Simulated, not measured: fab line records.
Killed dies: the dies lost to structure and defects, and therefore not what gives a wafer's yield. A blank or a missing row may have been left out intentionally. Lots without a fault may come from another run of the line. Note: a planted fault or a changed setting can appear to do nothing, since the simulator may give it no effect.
Problem report in the 8D (eight disciplines) form, filled by code / flow n5_finfet / the parts of the form that need people (team, actions taken, sign-off) are left out

1. PROBLEM STATEMENT
Mean of susceptor_temp_C at N5_BEOL_M7_PECVD_70: 386.30 C across 2 wafers in 2 lots; on wafers with no fault it is 399.95 C (standard deviation 0.2). Measured from the usual mean, that is -68 standard deviations.
The step: deposits SiO2 from TEOS/O2, target thk 20 nm, time 22.7 s.
Earliest sighting: wafer L702.6 on pecvd-01 at day 11 10:31. Wafers with a number at this step in the record: 30, from 10 lots. By rule, "out" or "out of limits" means more than 4 standard deviations away from the usual mean. The other wafers with a number count as sound.

2. WHAT IT IS, AND WHAT IT ISN'T
question=which readings at this step | is=susceptor_temp_C | is not=heater_power_w, rf_fwd_power_W, throttle_valve_pct
question=which lots | is=L701, L702 | is not=L694, L696, L698, L709, L711, L712, L713, L715
question=which wafers of those lots | is=L701.4, L702.6 | is not=L701.2, L701.5, L702.2, L702.3
question=read on which tools | is=pecvd-01 | is not=pecvd-03, pecvd-04
question=when | is=from day 11 10:31 | is not=up to then (11 sound wafers); but 17 sound wafers of L701, L709, L711, L712, L713, L715 came after

3. SUSPECTS, AND WHAT RULES EACH OUT
Counting: a tool at a process step up to the reading stays a suspect if it ran every lot that is out. Sound lots after the first of them don't rule it out here, since some wafers of a struck lot are sound.
- ald_metal-02 at N5_BEOL_M6_ALD_77 (deposits TaN, target thk 2 nm, pulse time 2 s, purge time 3 s): kept. It ran every lot that is out, first L702 (day 11 07:42); its last sound lot up to then is L696 (day 9 18:18).
- pecvd-01 at N5_BEOL_M7_PECVD_70 (deposits SiO2 from TEOS/O2, target thk 20 nm, time 22.7 s): kept. It ran every lot that is out, first L702 (day 11 10:31); its last sound lot up to then is L698 (day 10 15:11). Its own susceptor_temp_C readings are out on those wafers.
- In pecvd-01 at N5_BEOL_M7_PECVD_70, the wafers that are out were processed in chamber 0 and their sound lot-mates in chambers 1, 2.
What counting leaves: ald_metal-02 at N5_BEOL_M6_ALD_77 and pecvd-01 at N5_BEOL_M7_PECVD_70.

4. THE CAUSE (what the simulator had put in)
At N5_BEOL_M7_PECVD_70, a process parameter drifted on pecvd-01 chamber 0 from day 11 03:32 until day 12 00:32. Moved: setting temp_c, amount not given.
This tool is one of the 2 suspects left after counting.

5. SEQUENCE OF EFFECTS, ordered by route
Each row: a reading whose mean over the struck wafers that have a number lies more than 3 standard deviations from the usual. Readings are gone through only where the record gives a usual standard deviation; hours: the median, over the lots, of the time from a lot's start at the first step in this table giving one to that lot's start at this step; sigmas: the change measured in usual standard deviations.
hours=0; step=N5_BEOL_M7_PECVD_70; reading=susceptor_temp_C; usual=399.95 C; on struck wafers=386.30; change=-13.65; sigmas=-68
hours=7; step=N5_BEOL_M7_CMP_52; reading=barrier_field_endpoint_s; usual=29.0 s; on struck wafers=31.7; change=+2.7; sigmas=+4.1
Its process steps:
- N5_BEOL_M7_PECVD_70: deposits SiO2 from TEOS/O2, target thk 20 nm, time 22.7 s.
- N5_BEOL_M7_CMP_52: polishes, stops on SiCOH lowk, t overpolish 6.9 s, target thk 80 nm.

6. HOW IT WOULD HAVE BEEN CAUGHT EARLIER
The fault began at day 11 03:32; the first out-of-limits reading in this record came at day 11 10:31, 7 hours later.
